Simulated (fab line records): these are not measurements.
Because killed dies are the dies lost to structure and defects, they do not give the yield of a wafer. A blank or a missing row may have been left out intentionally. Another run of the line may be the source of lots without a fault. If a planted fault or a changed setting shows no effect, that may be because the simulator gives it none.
Which tool is to blame? :: flow nandHarc :: 6 lots, 18 wafers sampled, at 5 steps of a route of 1159

## WHAT EACH GAUGE READ, for each wafer
NHARC_END_SORT_01.
lot: L690
measured: day 23 20:23
on: prober-02
killedAtArray: 60 110 32

## EACH LOT AND THE TOOL THAT RAN IT (in order: tool; ch and the chambers of the sampled wafers; start)
lot: L675
NHARC_A_BLC_ETCH_18: rieDiel-02 ch 0,2,3, day 17 23:07
NHARC_A_BONDPAD_ETCH_24: rieDiel-01 ch 0,3, day 18 19:18 or earlier
NHARC_A_BONDPAD_DEGAS_25: pvdSputter-01, day 18 19:18
NHARC_A_BONDPAD_CMP_19: cmp-01 ch 1,2, day 18 20:23

lot: L674
NHARC_A_BLC_ETCH_18: rieDiel-02 ch 1,2,3, day 18 09:04
NHARC_A_BONDPAD_ETCH_24: rieDiel-03 ch 1,2,3, day 18 23:37 or earlier
NHARC_A_BONDPAD_DEGAS_25: pvdSputter-01, day 18 23:37
NHARC_A_BONDPAD_CMP_19: cmp-04 ch 2,3, day 19 01:14

lot: L678
NHARC_A_BLC_ETCH_18: rieDiel-08 ch 0,1,2, day 18 23:52
NHARC_A_BONDPAD_ETCH_24: rieDiel-01 ch 1,2,3, day 19 20:30 or earlier
NHARC_A_BONDPAD_DEGAS_25: pvdSputter-02, day 19 20:30
NHARC_A_BONDPAD_CMP_19: cmp-01 ch 0,1,3, day 19 22:04

lot: L680
NHARC_A_BLC_ETCH_18: rieDiel-02 ch 0,1, day 19 12:09
NHARC_A_BONDPAD_ETCH_24: rieDiel-03 ch 0,2,3, day 20 02:14 or earlier
NHARC_A_BONDPAD_DEGAS_25: pvdSputter-01, day 20 02:14
NHARC_A_BONDPAD_CMP_19: cmp-03 ch 0,2,3, day 20 03:20

lot: L682
NHARC_A_BLC_ETCH_18: rieDiel-02 ch 0,1,3, day 19 15:30
NHARC_A_BONDPAD_ETCH_24: rieDiel-01 ch 0,1,3, day 20 05:31 or earlier
NHARC_A_BONDPAD_DEGAS_25: pvdSputter-01, day 20 05:31
NHARC_A_BONDPAD_CMP_19: cmp-01 ch 0,1,2, day 20 06:39

lot: L690
NHARC_A_BLC_ETCH_18: rieDiel-08 ch 1,2,3, day 22 01:06
NHARC_A_BONDPAD_ETCH_24: rieDiel-01 ch 0,1,2, day 22 15:55 or earlier
NHARC_A_BONDPAD_DEGAS_25: pvdSputter-02, day 22 15:55
NHARC_A_BONDPAD_CMP_19: cmp-04 ch 1,2,3, day 22 16:59
- NHARC_A_BLC_ETCH_18: etches the open film in C4F8/O2/Ar, target depth 910 nm.
- NHARC_A_BONDPAD_ETCH_24: etches the open film in CF4/N2, target depth 30 nm, time 72.99 s.
- NHARC_A_BONDPAD_DEGAS_25: time 60 s.
- NHARC_A_BONDPAD_CMP_19: polishes, t overpolish 30 s, cu recess touch 16 s, target thk 169.8 nm.

## THE ANSWER, worked out from the rows above alone
Rule: the lots themselves supply what counts as usual. The widest of any qualifying gaps counts: lots, ordered by their means at a reading, are off when they make up no more than a third of the lots, leave a main group of 4 or more, and stand apart from it by 3 or more times the standard deviation of that group's means. A main group is skipped when, at the precision printed for the reading in the tables above, its means are all equal. Also off: a lot with no number at a reading for which 4 or more lots have one. All remaining lots with rows at the step are treated as sound.
Nothing can be told from this: no lot is off at any reading shown.

## WHAT HAD BEEN PUT IN BY THE SIMULATOR
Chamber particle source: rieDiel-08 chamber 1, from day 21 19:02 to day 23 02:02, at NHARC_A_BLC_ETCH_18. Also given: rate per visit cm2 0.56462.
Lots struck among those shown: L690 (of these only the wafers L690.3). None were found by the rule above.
